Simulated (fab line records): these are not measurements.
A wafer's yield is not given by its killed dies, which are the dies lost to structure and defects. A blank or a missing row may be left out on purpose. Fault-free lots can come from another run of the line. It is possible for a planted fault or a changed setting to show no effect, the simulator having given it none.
Matching of chambers | flow n5 finfet | N5_BEOL_M9_DESCUM_33 on rie diel-02 has 4 sister chambers
The step chemistry O2, time 7 s. 27 wafers are shown with their chamber, then 12 later ones without.

WAFERS PAIRED WITH THEIR CHAMBERS
wafer  | chamber | drypump motor current A (A) | throttle valve pct (%) | showerhead plenum p Torr (Torr)
L081.1 | 3       | 5.5                         | 20.40                  | 2.15
L081.3 | 0       | 5.6                         | 20.32                  | 1.98
L081.6 | 0       | 5.6                         | 20.32                  | 1.98
L083.3 | 1       | 6.4                         | 20.12                  | 2.03
L083.4 | 2       | 5.9                         | 20.26                  | 2.03
L083.6 | 0       | 5.6                         | 20.32                  | 1.98
L084.1 | 2       | 5.9                         | 20.27                  | 2.03
L084.5 | 1       | 6.4                         | 20.13                  | 2.03
L084.6 | 0       | 5.6                         | 20.33                  | 1.98
L086.1 | 2       | 5.9                         | 20.28                  | 2.03
L086.4 | 2       | 5.9                         | 20.28                  | 2.03
L086.5 | 3       | 5.5                         | 20.42                  | 2.14
L085.1 | 2       | 6.0                         | 20.30                  | 2.03
L085.4 | 0       | 5.6                         | 20.02                  | 2.24
L085.6 | 2       | 6.0                         | 20.28                  | 2.03
L088.1 | 2       | 5.9                         | 20.26                  | 2.03
L088.2 | 0       | 5.6                         | 20.01                  | 2.24
L088.4 | 1       | 6.4                         | 20.15                  | 2.02
L090.1 | 0       | 5.6                         | 20.01                  | 2.24
L090.4 | 1       | 6.4                         | 20.14                  | 2.02
L090.6 | 3       | 5.6                         | 20.43                  | 2.14
L089.1 | 3       | 5.6                         | 20.44                  | 2.14
L089.3 | 0       | 5.6                         | 20.02                  | 2.24
L089.6 | 0       | 5.6                         | 20.01                  | 2.24
L091.4 | 1       | 6.4                         | 20.15                  | 2.02
L091.5 | 2       | 5.9                         | 20.29                  | 2.03
L091.6 | 1       | 6.4                         | 20.15                  | 2.02

SIGNATURES (means of the wafers above)
reading                  | chamber 0 | chamber 1 | chamber 2 | chamber 3 | scatter within a chamber
drypump motor current A  | 5.600     | 6.400     | 5.925     | 5.550     | 0.033
throttle valve pct       | 20.1511   | 20.1400   | 20.2775   | 20.4225   | 0.0966
showerhead plenum p Torr | 2.1244    | 2.0233    | 2.0300    | 2.1425    | 0.0809
Rule: for each reading, subtract the chamber's mean from the wafer's reading, divide by that reading's scatter and square the result; add these up over the readings and take the root, which gives the wafer's distance from the chamber. If the next closest chamber is less than 2 further off than the closest, the wafer can't be placed; otherwise it belongs to the closest. The scatter: the root of (the sum of the squares of (reading less its chamber's mean) over the shown wafers, divided by (wafers less chambers)).

WAFERS WITHOUT THEIR CHAMBER
wafer  | drypump motor current A (A) | throttle valve pct (%) | showerhead plenum p Torr (Torr)
L094.4 | 5.9                         | 20.30                  | 2.02
L094.5 | 5.6                         | 20.03                  | 2.24
L094.6 | 5.5                         | 20.46                  | 2.14
L093.1 | 6.4                         | 20.16                  | 2.02
L093.4 | 5.9                         | 20.32                  | 2.02
L093.5 | 6.4                         | 20.15                  | 2.02
L095.1 | 5.5                         | 20.42                  | 2.14
L095.3 | 5.9                         | 20.31                  | 2.02
L095.6 | 5.6                         | 20.03                  | 2.24
L096.1 | 5.9                         | 20.31                  | 2.02
L096.5 | 6.4                         | 20.17                  | 2.02
L096.6 | 5.6                         | 20.05                  | 2.23

WHICH CHAMBER EACH ONE RAN IN
wafer  | from the rows above | in truth
L094.4 | 2                   | 2
L094.5 | 0                   | 0
L094.6 | 3                   | 3
L093.1 | 1                   | 1
L093.4 | 2                   | 2
L093.5 | 1                   | 1
L095.1 | 3                   | 3
L095.3 | 2                   | 2
L095.6 | 0                   | 0
L096.1 | 2                   | 2
L096.5 | 1                   | 1
L096.6 | 0                   | 0
Placed correctly: 12 of 12. Number that these rows cannot place: 0. Wrongly placed: 0.
